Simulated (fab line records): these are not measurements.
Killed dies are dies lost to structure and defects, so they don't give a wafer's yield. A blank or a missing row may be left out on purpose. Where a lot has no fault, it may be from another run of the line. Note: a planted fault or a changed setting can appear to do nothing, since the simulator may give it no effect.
Split-lot trial    flow n5-finfet    route with 1938 steps; 7 lots, 21 wafers read

ABOUT THE SPLIT
At N5_STI_FIN_REVEAL_ETCHBACK_08 (etches SiO2 in C4F6/O2, target depth 30.5 nm, time 10.167 s), the setting time-s was moved away from the recipe's 10.167 s on 4 of the 21 wafers read, by -21.8% to +11.8%. All remaining wafers had this setting at the recipe value.

FROM THE SPLIT TO THE READING: what the file shows between them, 4 steps
- N5_STI_FIN_REVEAL_OXIDATION_31: chemistry O2 PLASMA REMOTE, time 20 s (also split here: time-s)
- N5_STI_FIN_REVEAL_PRECLEAN_32: cleans in NF3:NH3, afs cycles 1, time 20 s, sublimation time 60 s
- N5_STI_FIN_REVEAL_STRIP_35: strips Si3N4 in H3PO4, target depth 4 nm, time 39 s
- N5_STI_FIN_REVEAL_SRD_23: time 30 s

THE READING
trench-depth-nm, in nm, at N5_STI_FIN_REVEAL_FIN_H_MEAS_10. On this fab line, fault-free wafers typically give 51.9 nm with a standard deviation of 0.65 nm.

wafer   tool, chamber at the split  time-s as run, s  against the recipe  trench-depth-nm, nm  against lot-mates on the recipe
L077.1  rie-diel-01, 3,0,3          10.167            recipe              52.8                 -
L077.2  rie-diel-01, 3,0,3          10.167            recipe              52.0                 -
L077.5  rie-diel-01, 3,0,3          10.167            recipe              53.0                 -
L079.4  rie-diel-02, 3,3,0          10.167            recipe              51.6                 -
L079.5  rie-diel-02, 3,3,0          10.167            recipe              51.4                 -
L079.6  rie-diel-02, 3,3,0          10.167            recipe              51.6                 -
L082.1  rie-diel-01, 0,3,0          10.167            recipe              51.2                 -
L082.4  rie-diel-01, 0,3,0          10.167            recipe              50.9                 -
L082.5  rie-diel-01, 0,3,0          10.167            recipe              51.1                 -
L086.1  rie-diel-01, 3              11.37             +11.8%              55.3                 +3.3
L086.3  rie-diel-01, 2,0            10.167            recipe              51.8                 -
L086.5  rie-diel-01, 2,0            10.167            recipe              52.1                 -
L087.2  rie-diel-04, 3,2,3          10.167            recipe              53.4                 -
L087.3  rie-diel-04, 3,2,3          10.167            recipe              51.9                 -
L087.5  rie-diel-04, 3,2,3          10.167            recipe              52.8                 -
L093.1  rie-diel-01, 3,2            7.951             -21.8%              45.8                 -5.8
L093.5  rie-diel-01, 3,2            7.951             -21.8%              45.2                 -6.4
L093.6  rie-diel-01, 3              10.167            recipe              51.6                 -
L097.1  rie-diel-04, 2,0            10.167            recipe              51.2                 -
L097.4  rie-diel-04, 2,0            10.167            recipe              51.8                 -
L097.6  rie-diel-04, 2              8.313             -18.2%              45.9                 -5.6
Where a row lists several chambers, the file gives one row for several wafers and doesn't say which wafer went through which chamber.

FIT RESULTS
A straight line over all 21 wafers: trench-depth-nm changes by +0.3 nm for each +1% of time-s; r = +0.96; the points scatter about the line by 0.68 nm.
The same after taking each lot's own level away (the mean of its wafers on the recipe; 21 wafers): +0.286 nm for each +1%; r = +0.99; scatter 0.35 nm.
The reading moves by 6.2 nm for the largest change in time-s, on that fit.
The span of the lots' own levels, 51.07 to 52.70 nm, comes to 2.5 times the standard deviation stated above.
The two slopes are in agreement: the lot-to-lot level therefore moves the slope only a little.
Check: for one of the wafers moved furthest among these (-21.8%), held out of the fit, the line's prediction against its lot-mates is -6.47 nm. Against them it came out at -5.8 nm.

THESE WAFERS: OTHER SPLITS
Other splits were also applied to these wafers ahead of the reading. Each is held against what the fit with the lots' levels taken away leaves over:
other split on the same wafers         wafers away from the commonest value  r with trench-depth-nm (lot level and that fit taken away)
N5_ZERO_LAYER_ETCH_18 icp-w            6                                     -0.04
N5_WELL_APT_PEB_06 peb-time-s          9                                     -0.33
N5_WELL_APT_DEVELOP_07 develop-time-s  11                                    -0.01
N5_FIN_SAQP_HM_DEP_03 time-s           7                                     -0.06
N5_FIN_SAQP_COAT_49 spin-rpm           7                                     -0.03
N5_STI_FIN_REVEAL_OXIDATION_31 time-s  4                                     -0.17

FILE'S OWN FIT
trench-depth-nm changes by +0.291 nm for each +1% of time-s, r = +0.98.
